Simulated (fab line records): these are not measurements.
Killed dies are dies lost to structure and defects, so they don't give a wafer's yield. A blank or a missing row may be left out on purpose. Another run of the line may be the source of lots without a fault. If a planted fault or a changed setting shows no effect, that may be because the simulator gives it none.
Matching of chambers / flow n5-finfet / N5_GATE_CUT_CMP_61 on cmp-02 has 4 sister chambers
The step polishes, stops on SiNx, t overpolish 3 s. 7 wafers are shown with their chamber, then 9 later ones without.

== WAFERS WITH THEIR CHAMBER ==
wafer=L081.5; chamber=1; motor-current-A (A)=12.0; head-pressure-psi (psi)=3.968
wafer=L081.6; chamber=0; motor-current-A (A)=13.2; head-pressure-psi (psi)=4.000
wafer=L084.1; chamber=1; motor-current-A (A)=12.4; head-pressure-psi (psi)=4.019
wafer=L084.4; chamber=0; motor-current-A (A)=11.5; head-pressure-psi (psi)=4.002
wafer=L087.1; chamber=2; motor-current-A (A)=12.2; head-pressure-psi (psi)=4.006
wafer=L087.2; chamber=3; motor-current-A (A)=13.5; head-pressure-psi (psi)=3.998
wafer=L087.6; chamber=3; motor-current-A (A)=13.7; head-pressure-psi (psi)=3.992

== WAFERS WHOSE CHAMBER IS MISSING ==
wafer=L089.1; motor-current-A (A)=12.0; head-pressure-psi (psi)=3.996
wafer=L089.2; motor-current-A (A)=13.6; head-pressure-psi (psi)=4.005
wafer=L089.4; motor-current-A (A)=12.7; head-pressure-psi (psi)=4.004
wafer=L090.3; motor-current-A (A)=12.1; head-pressure-psi (psi)=4.000
wafer=L090.4; motor-current-A (A)=13.8; head-pressure-psi (psi)=3.985
wafer=L090.6; motor-current-A (A)=11.9; head-pressure-psi (psi)=3.999
wafer=L091.3; motor-current-A (A)=12.6; head-pressure-psi (psi)=4.006
wafer=L091.4; motor-current-A (A)=11.8; head-pressure-psi (psi)=3.988
wafer=L091.5; motor-current-A (A)=13.6; head-pressure-psi (psi)=3.998

== EACH ONE'S CHAMBER ==
wafer=L089.1; from the rows above=can't be placed: 1 or 0 or 2 or 3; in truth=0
wafer=L089.2; from the rows above=can't be placed: 3 or 0 or 2 or 1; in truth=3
wafer=L089.4; from the rows above=can't be placed: 0 or 2 or 1 or 3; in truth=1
wafer=L090.3; from the rows above=can't be placed: 2 or 1 or 0 or 3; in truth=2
wafer=L090.4; from the rows above=can't be placed: 3 or 0 or 1 or 2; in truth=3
wafer=L090.6; from the rows above=can't be placed: 1 or 2 or 0 or 3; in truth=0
wafer=L091.3; from the rows above=can't be placed: 0 or 2 or 1 or 3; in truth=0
wafer=L091.4; from the rows above=can't be placed: 1 or 0 or 2 or 3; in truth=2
wafer=L091.5; from the rows above=can't be placed: 3 or 0 or 1 or 2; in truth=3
Correctly placed: 0 of 9. These rows do not allow placing 9 (true chamber among the candidates in 9). Number placed wrongly: 0.
How it was worked out, from the rows above alone: a wafer's distance from a chamber is the root of the sum, over the readings, of the square of ((its reading less the chamber's mean) divided by the reading's scatter). If the next closest chamber is less than 2 further off than the closest, the wafer can't be placed; otherwise it belongs to the closest. The mean given for a chamber averages the wafers shown for that chamber. How the scatter is found: for the shown wafers, subtract from each reading the mean of its chamber, square and add these, divide the total by (wafers less chambers), then take the root.
